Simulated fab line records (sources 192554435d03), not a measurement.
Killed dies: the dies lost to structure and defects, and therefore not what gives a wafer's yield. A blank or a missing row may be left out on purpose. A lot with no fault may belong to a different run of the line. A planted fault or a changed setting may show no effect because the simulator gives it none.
A lot that was struck, set against a sound lot	flow n5 finfet	35 steps out of a route of 1938
Sound: these wafers, L218.2, L218.3, L218.4. Struck: wafers L232.3, L232.5, L232.6. The cause is named last.
Per side, at each step with rows, come the tool, then ch with its chambers, and then its first start. Under that, the readings that differ: sound wafers	struck wafers	difference of the means	sigmas: that difference in standard deviations of wafers without a fault.
alike: a reading whose means differ by less than 2 such deviations, as well as words and numbers matching on both sides. not compared: withheld readings; readings where some wafer has no value; bounds like >300 that might hide an equal value; numbers whose values overlap and for which the record gives no deviation.
Wherever a step has rows on one side only, a row that says differs or no value, or a row with sigmas, the two part there. When numbers do not overlap yet have no deviation, they are printed without sigmas and do not part them. A reading missing from all wafers of one side parts the sides only when that side holds two or more wafers.

first, 11 steps without rows for these wafers: N5_MOL_CONTACT_COAG_WET_ETCH_116 (etches the open film in SC1-inhibited, target depth 4.6 nm, rinse time 30 s); N5_MOL_CONTACT_COAG_ALD_27 (deposits SiOC, target thk 17 nm, pulse time 1.5 s, time 2720 s); N5_MOL_CONTACT_COAG_CMP_28 (polishes, stops on SiNx, t overpolish 0.85 s, target thk 14.522 nm); N5_MOL_CONTACT_COAG_ALD_123 (deposits SiNx, target thk 5 nm, pulse time 1 s, purge time 2 s); N5_MOL_CONTACT_COAG_PECVD_31 (deposits SiO2 from TEOS/O2, target thk 46 nm, time 8.9 s); N5_MOL_CONTACT_COAG_COAT_75 (time 60 s, resist thk 60 nm); N5_MOL_CONTACT_COAG_COAT_76 (time 60 s, resist thk 10 nm); N5_MOL_CONTACT_COAG_COAT_77 (time 60 s, resist thk 10 nm); N5_MOL_CONTACT_COAG_COAT_78 (resist thk 40 nm); N5_MOL_CONTACT_COAG_EBR_80; N5_MOL_CONTACT_COAG_SOFTBAKE_79 (time 60 s).
N5_MOL_CONTACT_COAG_EXPOSE_81: exposes mask VG, defocus 0 nm.
  sound on euv scanner-02 ch 0, day 5 23:29; struck on euv scanner-02 ch 0, day 9 01:40
reading	sound	struck	difference	sigmas
exposure dose mJ cm2	59.44 59.49 59.58	51.59 51.62 51.64	-7.89	-87
  alike: mask
then, 2 steps without rows for these wafers: N5_MOL_CONTACT_COAG_PEB_82 (peb time 60 s); N5_MOL_CONTACT_COAG_DEVELOP_83 (develop time 30 s).
N5_MOL_CONTACT_COAG_CD_MEAS_84: target cd 25.1 nm.
  sound on cd sem-01 ch 0, day 5 23:38; struck on cd sem-02 ch 0, day 9 01:47
reading	sound	struck	difference	sigmas
cd nm (nm)	24.78 25.19 24.95	21.49 22.51 21.84	-3.03	-10
then, 16 steps without rows for these wafers: N5_MOL_CONTACT_COAG_DESCUM_88 (chemistry O2, time 7 s); N5_MOL_CONTACT_COAG_ETCH_89 (etches underlayer in N2/H2, target depth 13 nm, time 10.4 s); N5_MOL_CONTACT_COAG_ETCH_90 (etches SiARC in CF4, target depth 13 nm, time 21.7 s); N5_MOL_CONTACT_COAG_ALD_131 (deposits SiO2, target thk 5 nm, pulse time 1 s, co reactant pulse time 1 s); N5_MOL_CONTACT_COAG_ETCHBACK_132 (etches SiO2 in CHF3, target depth 10 nm, time 6.7 s); N5_MOL_CONTACT_COAG_ETCH_91 (etches SOC in N2/H2, target depth 60 nm, overetch 21 nm, time 101.2 s); N5_MOL_CONTACT_COAG_STRIP_92 (strips in N2/H2); N5_MOL_CONTACT_COAG_STRIP_93 (strips in N2/H2); N5_MOL_CONTACT_COAG_ETCHBACK_135 (etches SiO2 in CHF3, target depth 25 nm, time 16.7 s); N5_MOL_CONTACT_COAG_STRIP_118 (strips in CHF3); N5_MOL_CONTACT_COAG_VIA_ETCH_46 (etches SiO2 in C4F6/O2, target depth 46 nm, overetch 9.2 nm, time 40 s); N5_MOL_CONTACT_COAG_STRIP_96 (strips in N2/H2); N5_MOL_CONTACT_COAG_ETCH_47 (etches SiNx in CH3F/O2, stops on W, target depth 27 nm); N5_MOL_CONTACT_COAG_STRIP_119 (strips in N2/H2, time 30 s); N5_MOL_CONTACT_COAG_PRECLEAN_144 (cleans in alkaline clean, time 60 s); N5_MOL_CONTACT_COAG_SRD_145 (time 30 s).
N5_MOL_CONTACT_COAG_CD_MEAS_137: target cd 16 nm.
  sound on cd sem-01, day 6 01:04; struck on cd sem-01, day 9 02:43
reading	sound	struck	difference	sigmas
cd nm (nm)	14.9 15.9 15.1	13.2 13.3 13.2	-2.1	-5
then, 1 step without rows for these wafers: N5_MOL_CONTACT_COAG_COAT_62 (time 60 s, resist thk 60 nm).
N5_BEOL_M4_RC_MEAS_101:
  the record has rows for the sound wafers here (prober-02 ch 0, day 10 23:16) and none for the struck ones
-- record jumps: 10 days separate the struck wafers' starts on either side; left off in module BEOL_M4, taken up again in module PASSIVATION, whose first shown step is the route's number 1936 --
N5_PASSIVATION_PROBE_49:
  rows exist in the record for the struck wafers here (prober-02, day 18 20:28), but not for the sound ones

## WHERE THEY PART
Earliest at N5_MOL_CONTACT_COAG_EXPOSE_81; latest, in this record, at N5_PASSIVATION_PROBE_49.

WHY: what the simulator had put in
Drift in process parameters on euv scanner-02 at N5_MOL_CONTACT_COAG_EXPOSE_81, starting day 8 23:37. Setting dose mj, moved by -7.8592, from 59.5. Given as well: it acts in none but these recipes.
